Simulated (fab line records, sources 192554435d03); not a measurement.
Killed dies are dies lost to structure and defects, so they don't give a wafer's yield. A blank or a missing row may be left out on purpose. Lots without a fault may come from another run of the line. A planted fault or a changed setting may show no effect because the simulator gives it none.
fab line records | flow n5_finfet
record lots=10 wafers=30 last_day=16
route steps=1938 shown SDB@365 MIM_TOP_LITHO@1850 MIM_BOT_ETCH@1868 TV_LITHO@1886 PASSIVATION@1936
lots that met no fault: from a run of the same line without faults
start_h: hours from the record's first day to the start of the lot's first wafer shown | wait_h: hours since the lot's step before | " the same as in the row above | L1.1+2: a row that stands for several wafers | - no value, or no start given | * or withheld: withheld | < > ~ a bound
route shown NAME@n: a module of which the file shows steps, and the number in the route of the first | usual: mean/standard deviation of fault-free wafers | same: alike in all rows | chamber/n: place in a boat | sites: the reading at each site | _std_site: their standard deviation | _edge_site: outer sites' mean less inner sites' | radius_mm: how far each site lies from the wafer's centre | mask NAME#n: copy n | behind: the tool/chamber that last shaped the wafer | hold: why the lot was held/for how many hours/how that ended | device: the transistor (n, p or np) that didn't switch | end of line: the same wafers' tests at the end of the route | a step without rows: its recipe alone | killed: dies lost to structure and defects at the first sort, not the wafer's yield | map: a wafer's dies, x killed, . not, _ none there
set.NAME: the setting as run; set.NAME@STEP: as run at that earlier step | model.NAME: the simulator's own value behind a step, which no gauge read
steps of the route over a sample of lots; a table a step, a row a wafer
services: from which hour (start_h, from the record's first day; less than 0 if before it) a tool's chamber was out of use, for how many hours, and why
## steps
# step N5_SDB_STRIP_22
# recipe chemistry=N2/H2 power_w=1000 temp_c=250 h2_frac=0.65 overash_fraction=0.3 pressure_mtorr=withheld n2_flow_sccm=1750 h2_flow_sccm=3250
# usual drypump_motor_current_A=5.6/0.42 heater_power_w=336/37 oes_product_au=0.714/0.005 strip_time_to_endpoint_s=96.2/0.39
# columns lot.wafer tool chamber start_h wait_h drypump_motor_current_A heater_power_w oes_product_au rf_hours_counter_h strip_time_to_endpoint_s
L966.3 plasma_asher-02 0 77.92 0.1 5.9 383 0.715 - 96.3
L966.4 " 1 " " 4.9 306 0.715 - 96.7
L966.5 " 1 " " 4.9 309 0.710 - 96.2
L967.2 plasma_asher-02 0 84.44 0.1 5.9 392 0.717 35 96.3
L967.3 " 0 " " 5.9 382 0.710 - 97.0
L967.6 " 1 " " 5.0 314 0.712 - 96.7
L968.1 plasma_asher-02 1 91.96 0.1 5.0 323 0.715 37 95.7
L968.3 " 0 " " 5.9 388 0.714 - 95.4
L968.6 " 0 " " 5.9 388 0.717 - 95.9
L970.1 plasma_asher-01 0 103.14 0.1 5.7 307 0.718 98 96.2
L970.4 " 0 " " 5.7 306 0.715 - 95.9
L970.5 " 0 " " 5.7 295 0.713 - 96.0
L973.2 plasma_asher-02 1 121.08 0.1 5.0 313 0.705 43 95.5
L973.3 " 0 " " 5.9 389 0.723 - 95.7
L973.5 " 1 " " 5.0 310 0.710 - 95.7
L976.1 plasma_asher-02 1 137.26 0.1 5.0 307 0.718 46 96.5
L976.4 " 1 " " 5.0 309 0.712 - 96.3
L976.5 " 0 " " 6.0 389 0.717 - 96.4
L977.2 plasma_asher-02 0 146.45 0.1 5.9 383 0.714 47 95.8
L977.5 " 1 " " 5.0 307 0.717 - 96.0
L977.6 " 0 " " 5.9 391 0.710 - 96.1
L978.3 plasma_asher-02 0 151.84 0.1 5.9 387 0.721 - 96.2
L978.4 " 1 " " 5.0 312 0.716 - 95.9
L978.6 " 1 " " 4.9 324 0.716 - 96.6
L981.1 plasma_asher-02 1 168.28 0.1 4.9 317 0.712 52 96.9
L981.3 " 1 " " 5.0 314 0.709 - 96.4
L981.6 " 0 " " 6.0 389 0.714 - 96.2
L983.1 plasma_asher-02 1 177.40 0.1 5.0 311 0.716 53 96.3
L983.2 " 0 " " 5.9 381 0.716 53 96.3
L983.5 " 1 " " 5.0 303 0.709 - 95.9
# step N5_MIM_TOP_LITHO_DESCUM_10
# recipe chemistry=O2 time_s=7.9 source_power_w=50 bias_power_w=20 pressure_mtorr=20 rf_frequency_hz=2.712e+07 temp_c=40 o2_flow_sccm=225
# usual chamber_pressure_mTorr=20.000/0.02 drypump_motor_current_A=5.8/0.4 oes_product_au=0.83/0.082 rf_vpp_V=243.5/1.5 showerhead_plenum_p_Torr=2.12/0.071 throttle_valve_pct=20.33/0.27
# columns lot.wafer tool chamber start_h wait_h chamber_pressure_mTorr drypump_motor_current_A oes_product_au rf_hours_counter_h rf_vpp_V showerhead_plenum_p_Torr throttle_valve_pct
L966.3 rie_diel-04 1 278.28 0.0 20.026 6.1 0.81 99 245.0 2.10 20.20
L966.4 " 0 " " 19.983 6.4 0.92 20 243.4 2.13 20.72
L966.5 " 3 " " 19.977 5.7 0.89 - 245.0 2.15 20.44
L967.2 rie_diel-05 2 282.80 0.0 20.011 5.1 0.84 55 245.2 2.19 19.89
L967.3 " 3 " " 20.001 5.7 0.67 250 242.2 2.07 20.55
L967.6 " 2 " " 19.991 5.1 0.84 - 244.7 2.19 19.89
L968.1 rie_diel-05 1 290.59 0.0 19.983 5.6 0.68 248 240.1 1.95 20.31
L968.3 " 0 " " 20.021 6.6 0.76 145 245.5 2.18 20.50
L968.6 " 1 " " 20.022 5.6 0.67 - 241.8 1.95 20.31
L970.1 rie_diel-03 3 309.36 0.0 19.976 5.5 0.85 65 243.6 2.05 20.58
L970.4 " 1 " " 20.023 5.7 0.79 87 243.5 2.10 20.46
L970.5 " 2 " " 19.999 5.9 0.89 - 245.6 2.22 20.03
L973.2 rie_diel-03 0 309.69 0.0 20.012 5.8 0.94 14 243.8 2.16 19.91
L973.3 " 3 " " 20.015 5.5 0.85 65 241.0 2.05 20.56
L973.5 " 0 " " 19.979 5.8 0.94 - 244.7 2.16 19.92
L977.2 rie_diel-05 0 340.59 0.1 20.027 6.6 0.76 164 242.9 2.17 20.53
L977.5 " 2 " " 19.929 5.1 0.82 - 244.1 2.18 19.93
L977.6 " 1 " " 19.967 5.6 0.97 - 243.5 2.21 20.08
L976.1 rie_diel-04 3 341.03 0.0 19.969 5.7 0.86 48 242.0 2.14 20.49
L976.4 " 0 " " 20.008 6.4 0.88 42 244.9 2.13 20.76
L976.5 " 0 " " 20.000 6.4 0.87 - 243.0 2.13 20.77
L978.3 rie_diel-04 2 347.36 0.0 19.988 5.5 0.68 243 241.5 2.00 20.65
L978.4 " 3 " " 20.005 5.6 0.85 50 243.3 2.14 20.48
L978.6 " 2 " " 20.016 5.5 0.68 - 240.6 2.00 20.64
L981.1 rie_diel-03 1 372.73 0.0 20.019 5.8 0.77 105 243.5 2.09 20.49
L981.3 " 3 " " 19.997 5.5 0.83 86 241.4 2.05 20.62
L981.6 " 3 " " 20.015 5.5 0.82 - 241.6 2.05 20.60
L983.1 rie_diel-05 3 372.97 0.0 20.001 5.7 0.91 23 240.9 2.07 20.28
L983.2 " 0 " " 20.014 6.6 0.74 175 243.4 2.16 20.55
L983.5 " 3 " " 20.012 5.7 0.92 - 242.1 2.07 20.27
# step N5_MIM_BOT_ETCH_ETCH_00
# recipe chemistry=Cl2/BCl3 target=TiN target_depth_a=455 ion_energy_ev=150 pressure_mtorr=10 icp_w=1000 bias_w=126 Cl2_flow_sccm=53.25 bcl3_flow_sccm=21.75 Ar_flow_sccm=25
# usual chamber_pressure_mTorr=10.000/0.0095 drypump_motor_current_A=5.4/0.4 mfc_ar_sccm=25.01/0.072 mfc_cl2_sccm=53.25/0.16 oes_product_au=0.81/0.071 throttle_valve_pct=21.9/0.36
# columns lot.wafer tool chamber start_h wait_h chamber_pressure_mTorr drypump_motor_current_A mfc_ar_sccm mfc_cl2_sccm oes_product_au rf_hours_counter_h throttle_valve_pct
L966.3 rie_metal-01 0 279.34 0.1 10.000 5.0 25.01 53.45 0.73 - 21.5
L966.4 " 1 " " 10.004 5.1 25.09 53.21 0.89 - 22.1
L966.5 " 0 " " 10.005 5.0 24.90 53.47 0.74 - 21.5
L967.2 rie_metal-03 0 283.90 0.1 10.009 5.6 25.02 53.32 0.87 18 22.4
L967.3 " 1 " " 10.014 5.3 25.10 52.99 0.73 - 22.1
L967.6 " 1 " " 10.007 5.3 25.09 53.36 0.73 - 22.1
L968.1 rie_metal-02 1 291.57 0.1 10.001 6.1 24.97 52.90 0.94 5 22.1
L968.3 " 1 " " 10.001 6.1 25.09 53.33 0.95 - 22.1
L968.6 " 0 " " 10.015 6.0 24.99 53.04 0.87 - 21.4
L970.1 rie_metal-03 1 310.47 0.1 10.008 5.3 25.02 53.31 0.73 60 22.1
L970.4 " 0 " " 10.032 5.6 24.95 53.45 0.86 - 22.4
L970.5 " 1 " " 10.016 5.3 24.97 53.26 0.73 - 22.1
L973.2 rie_metal-01 0 310.84 0.1 9.996 5.0 25.08 53.44 0.73 57 21.5
L973.3 " 1 " " 10.007 5.1 24.99 53.34 0.87 - 22.1
L973.5 " 1 " " 9.999 5.1 24.95 53.38 0.86 - 22.1
L977.2 rie_metal-03 0 341.71 0.1 9.998 5.6 25.05 53.12 0.86 22 22.4
L977.5 " 0 " " 9.998 5.6 24.92 53.17 0.86 - 22.4
L977.6 " 1 " " 10.008 5.3 25.01 53.18 0.73 - 22.1
L976.1 rie_metal-01 0 342.19 0.1 9.996 5.1 25.06 53.36 0.73 59 21.5
L976.4 " 0 " " 9.994 5.1 25.08 53.52 0.72 - 21.5
L976.5 " 0 " " 10.006 5.1 25.02 53.31 0.73 - 21.4
L978.3 rie_metal-01 0 348.57 0.1 9.994 5.0 24.98 53.05 0.73 - 21.5
L978.4 " 1 " " 10.009 5.1 25.07 53.43 0.85 - 22.1
L978.6 " 1 " " 9.983 5.1 24.97 53.20 0.85 - 22.1
L981.1 rie_metal-02 1 373.83 0.1 9.996 6.1 25.06 53.23 0.90 13 22.1
L981.3 " 0 " " 9.993 6.0 24.91 53.27 0.84 - 21.4
L981.6 " 1 " " 10.001 6.1 25.07 53.15 0.90 - 22.1
L983.1 rie_metal-01 0 374.32 0.1 10.008 5.1 25.08 53.19 0.72 61 21.5
L983.2 " 1 " " 9.980 5.1 25.02 53.19 0.85 15 22.1
L983.5 " 0 " " 9.995 5.0 25.04 53.11 0.71 - 21.5
# step N5_PASSIVATION_DESCUM_12
# recipe chemistry=O2 time_s=7.9 source_power_w=50 bias_power_w=20 pressure_mtorr=20 rf_frequency_hz=2.712e+07 temp_c=40 o2_flow_sccm=225
# usual chamber_pressure_mTorr=19.999/0.018 drypump_motor_current_A=5.7/0.4 oes_product_au=0.79/0.09 rf_vpp_V=243.2/1.4 showerhead_plenum_p_Torr=2.10/0.073 throttle_valve_pct=20.42/0.24
# columns lot.wafer tool chamber start_h wait_h chamber_pressure_mTorr drypump_motor_current_A oes_product_au rf_hours_counter_h rf_vpp_V showerhead_plenum_p_Torr throttle_valve_pct
L966.3 rie_diel-02 0 280.98 0.4 19.995 5.9 0.93 11 246.6 2.22 20.60
L966.4 " 0 " " 20.009 5.9 0.93 - 245.4 2.22 20.59
L966.5 " 1 " " 20.011 5.2 0.73 - 240.7 2.00 20.20
L967.2 rie_diel-02 3 288.12 0.0 20.016 6.4 0.99 0 242.1 2.06 20.25
L967.3 " 0 " " 20.000 5.9 0.92 14 245.2 2.22 20.60
L967.6 " 2 " " 19.970 5.8 0.68 - 243.1 2.16 20.62
L968.1 rie_diel-02 2 292.73 0.0 20.025 5.8 0.68 231 244.1 2.15 20.63
L968.3 " 3 " " 20.001 6.4 0.97 2 243.1 2.06 20.24
L968.6 " 1 " " 19.984 5.2 0.73 - 242.0 2.00 20.19
L970.1 rie_diel-02 1 311.65 0.1 20.032 5.2 0.73 207 243.6 1.99 20.20
L970.4 " 3 " " 19.988 6.4 0.95 9 243.2 2.06 20.26
L970.5 " 0 " " 19.977 5.9 0.91 - 246.0 2.22 20.60
L973.2 rie_diel-06 0 312.40 0.0 19.971 5.8 0.87 37 242.9 2.06 20.43
L973.3 " 2 " " 20.003 5.2 0.68 236 244.2 2.14 20.71
L973.5 " 0 " " 20.013 5.9 0.87 - 242.9 2.06 20.44
L977.2 rie_diel-06 3 344.15 1.2 20.001 5.5 0.81 90 243.5 2.11 20.24
L977.5 " 0 " " 20.011 5.9 0.87 - 242.3 2.06 20.44
L977.6 " 1 " " 20.009 5.5 0.89 - 243.1 2.06 20.11
L976.1 rie_diel-06 3 344.64 1.0 19.995 5.5 0.81 90 244.7 2.11 20.23
L976.4 " 1 " " 20.007 5.5 0.89 30 241.8 2.06 20.11
L976.5 " 3 " " 20.001 5.5 0.81 - 242.9 2.11 20.25
L978.3 rie_diel-02 2 349.86 0.2 20.032 5.8 0.68 253 243.6 2.15 20.65
L978.4 " 2 " " 19.995 5.8 0.67 - 243.7 2.15 20.66
L978.6 " 0 " " 19.957 5.9 0.87 - 245.3 2.21 20.63
L981.1 rie_diel-02 1 375.17 0.0 19.976 5.2 0.71 234 239.8 1.98 20.25
L981.3 " 1 " " 19.969 5.2 0.70 - 242.0 1.98 20.26
L981.6 " 1 " " 19.996 5.2 0.71 - 240.8 1.98 20.23
L983.1 rie_diel-01 0 375.76 0.1 20.035 5.4 0.74 135 242.5 2.11 20.85
L983.2 " 1 " " 20.002 6.4 0.82 82 242.3 2.03 20.33
L983.5 " 1 " " 20.021 6.4 0.81 - 244.2 2.03 20.35
# step N5_PASSIVATION_PROBE_49
# usual defect_limited_yield=91.4/1.5 killed_at_M0_to_M3=35/11 killed_at_M4_up=16/7 killed_at_contacts=11/5.3 killed_at_front_end=37/11 killed_at_other=3.1/2.8 killed_dies=102/18 killed_on_rim=13/3.7 killed_open=69/15 killed_short=31/7.8 sort_bin_5_function=5.1/1.1 sort_bin_6_memory=3.2/0.69 sort_n_pass=1078/18 sort_yield_pct=91.4/1.5
# same gross_dies=1180 killed_at_back_side=0 sort_bin_4_leakage[%]=0 sort_bin_8_speed[%]=0
# columns lot.wafer tool chamber start_h wait_h defect_limited_yield[%] killed_at_M0_to_M3 killed_at_M4_up killed_at_contacts killed_at_front_end killed_at_other killed_dies killed_on_rim killed_open killed_short sort_bin_5_function[%] sort_bin_6_memory[%] sort_n_pass sort_yield_pct[%]
L983.1 prober-02 - 382.42 0.0 81.7 34 17 9 154 2 216 29 76 34 10.9 4.9 964 81.7
L983.2 prober-02 - 382.47 0.1 90.0 33 12 33 40 0 118 15 77 41 7.3 2.5 1062 90.0
L983.5 prober-02 - 382.62 0.2 81.7 18 10 13 171 4 216 29 74 32 11.9 3.9 964 81.7
L981.1 prober-02 - 383.19 0.0 81.1 41 17 11 153 1 223 27 70 33 12.1 4.0 957 81.1
L981.3 prober-02 - 383.29 0.1 82.5 38 10 8 150 0 206 30 65 26 11.7 3.6 974 82.5
L981.6 prober-02 - 383.44 0.3 92.3 46 12 8 24 1 91 9 69 18 4.7 2.6 1089 92.3
# killed by level:class
L983.1 SDB:unspecified=106 STI_FIN_REVEAL:geometric_particle:open=17 BEOL_M1:geometric_particle:open=10 BEOL_M4:geometric_particle:open=9 FIN_SAQP:geometric_particle:short=8 MOL_CONTACT_COAG:geometric_particle:open=8 BEOL_M3:geometric_particle:open=7 FIN_SAQP:geometric_particle:open=5
L983.2 MOL_CONTACT_COAG:geometric_particle:open=25 STI_FIN_REVEAL:geometric_particle:open=16 MOL_CONTACT_COAG:geometric_particle:short=8 BEOL_M1:geometric_particle:open=7 FIN_SAQP:geometric_particle:short=6 BEOL_M0_SAQP:geometric_particle:short=6 STI_FIN_REVEAL:geometric_particle:short=5 BEOL_M0:geometric_particle:open=4
L983.5 SDB:unspecified=107 STI_FIN_REVEAL:geometric_particle:open=20 MOL_CONTACT_COAG:geometric_particle:open=11 STI_FIN_REVEAL:geometric_particle:short=10 DUMMY_GATE:geometric_particle:open=10 FIN_SAQP:geometric_particle:open=8 BEOL_M1:geometric_particle:open=6 FIN_SAQP:geometric_particle:short=5
L981.1 SDB:unspecified=114 BEOL_M1:geometric_particle:open=13 BEOL_M2:geometric_particle:open=10 MOL_CONTACT_COAG:geometric_particle:open=9 STI_FIN_REVEAL:geometric_particle:open=6 DUMMY_GATE:geometric_particle:open=6 BEOL_M4:geometric_particle:open=6 FIN_SAQP:geometric_particle:short=4
L981.3 SDB:unspecified=113 BEOL_M1:geometric_particle:open=9 BEOL_M2:geometric_particle:open=9 MOL_CONTACT_COAG:geometric_particle:open=7 STI_FIN_REVEAL:geometric_particle:open=6 BEOL_M0_SAQP:geometric_particle:short=5 BEOL_M3:geometric_particle:open=5 BEOL_M4:geometric_particle:open=5
L981.6 BEOL_M1:geometric_particle:open=13 BEOL_M2:geometric_particle:open=8 BEOL_M0_SAQP:geometric_particle:open=8 BEOL_M3:geometric_particle:open=8 MOL_CONTACT_COAG:geometric_particle:open=7 BEOL_M0_SAQP:geometric_particle:short=4 STI_FIN_REVEAL:geometric_particle:open=3 DUMMY_GATE:geometric_particle:open=3
## services
# columns tool chamber start_h hours kind
rie_diel-05 2 91.55 11.1 repair
rie_diel-03 - 118.04 2.8 pm
rie_diel-04 2 122.02 1.8 repair
rie_diel-06 2 162.47 4.1 repair
rie_diel-05 0 166.50 3.8 repair
rie_diel-05 3 168.28 4.5 repair
rie_diel-03 3 197.84 8.7 repair
plasma_asher-02 - 205.69 1.0 repair
rie_diel-03 3 214.28 5.1 repair
plasma_asher-02 - 233.27 2.8 pm
rie_diel-03 3 248.74 6.3 repair
rie_diel-06 1 250.77 15.2 repair
rie_diel-04 3 251.44 4.5 repair
rie_metal-03 0 255.47 17.8 repair
rie_diel-05 3 256.33 3.1 repair
rie_diel-03 2 262.22 1.6 repair
rie_diel-04 1 270.31 3.5 repair
plasma_asher-02 - 301.30 11.8 repair
rie_diel-05 2 309.40 3.4 repair
rie_diel-05 3 320.86 5.4 repair
rie_diel-02 3 337.71 39.6 repair
rie_diel-02 2 370.56 11.4 repair
rie_diel-05 2 371.44 6.7 repair
rie_diel-02 0 374.23 10.2 repair
## key
first_sign step=N5_PASSIVATION_PROBE_49 reading=killed_at_front_end direction=up sigmas=11 usual=37 struck=157
effect step=N5_PASSIVATION_PROBE_49 reading=defect_limited_yield direction=down sigmas=6.2 usual=91.4 struck=81.8
more_kills_born_at N5_SDB_STRIP_22@plasma_asher-02=440
met_at N5_SDB_STRIP_22
struck_lots L981,L983
struck_wafers L981.1,L981.3,L983.1,L983.5
not_acting_at N5_MIM_TOP_LITHO_DESCUM_10,N5_MIM_BOT_ETCH_ETCH_00,N5_PASSIVATION_DESCUM_12
onset_between 151.84 168.28
fault kind=chamber_particle_source tool=plasma_asher-02 chamber=1 onset_h=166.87 steps=N5_SDB_STRIP_22 rate_per_visit_cm2=1.0565 end_h=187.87
